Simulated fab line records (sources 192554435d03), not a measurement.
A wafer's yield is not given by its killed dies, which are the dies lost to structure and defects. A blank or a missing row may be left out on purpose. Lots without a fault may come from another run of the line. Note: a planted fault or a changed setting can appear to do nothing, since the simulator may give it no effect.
Matching of chambers	flow n5Finfet	3 sister chambers for N5_BEOL_M11_CURE_71 on uvCure-01
The step cures SiCOH lowk, time 240 s. 18 wafers are shown with their chamber, then 9 later ones without.

== WAFERS WITH THEIR CHAMBER ==
wafer	chamber	wafer_temp_C_max	lampPowerPct (%)
L074.1	0	387.4	52.38
L074.2	0	387.3	52.29
L074.4	0	386.9	52.33
L075.1	0	387.1	52.26
L075.3	0	388.2	52.36
L075.4	0	387.5	52.33
L076.2	2	386.4	52.25
L076.3	2	386.5	52.26
L076.5	2	386.8	52.37
L077.2	0	387.9	52.40
L077.5	0	388.1	52.22
L077.6	0	387.6	52.32
L079.1	2	386.2	52.20
L079.3	2	386.5	52.33
L079.4	2	386.6	52.22
L084.2	1	388.2	52.40
L084.5	1	388.0	52.17
L084.6	1	387.7	52.33

SIGNATURES (averages over the wafers above)
reading	chamber 0	chamber 1	chamber 2	scatter within a chamber
wafer_temp_C_max	387.556	387.967	386.500	0.355
lampPowerPct	52.3211	52.3000	52.2717	0.071
Rule: for a wafer and a chamber, the distance is found by dividing, reading by reading, the gap between the wafer's reading and the chamber's mean by the reading's scatter, squaring, summing and taking the root. The wafer belongs to the nearest chamber; if the next one is less than 2 further off, it can't be placed. The scatter: take each reading less its chamber's mean, square it, sum over the shown wafers, divide by the number of wafers less the number of chambers, and take the root.

== WAFERS WITH NO CHAMBER GIVEN ==
wafer	wafer_temp_C_max	lampPowerPct (%)
L087.4	387.2	52.33
L087.5	388.0	52.28
L087.6	388.9	52.31
L091.2	386.6	52.27
L091.3	387.5	52.43
L091.5	387.6	52.38
L092.4	386.1	52.39
L092.5	386.4	52.31
L092.6	386.5	52.20

== WHICH CHAMBER EACH WENT THROUGH ==
wafer	from the rows above	in truth
L087.4	can't be placed: 0 or 2 or 1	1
L087.5	can't be placed: 1 or 0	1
L087.6	can't be placed: 1 or 0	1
L091.2	2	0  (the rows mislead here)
L091.3	can't be placed: 0 or 1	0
L091.5	can't be placed: 0 or 1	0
L092.4	2	2
L092.5	2	2
L092.6	2	2
3 of 9 placed correctly. Can't be placed from these rows: 5 (the true chamber is among the candidates in 5). 1 placed wrongly.
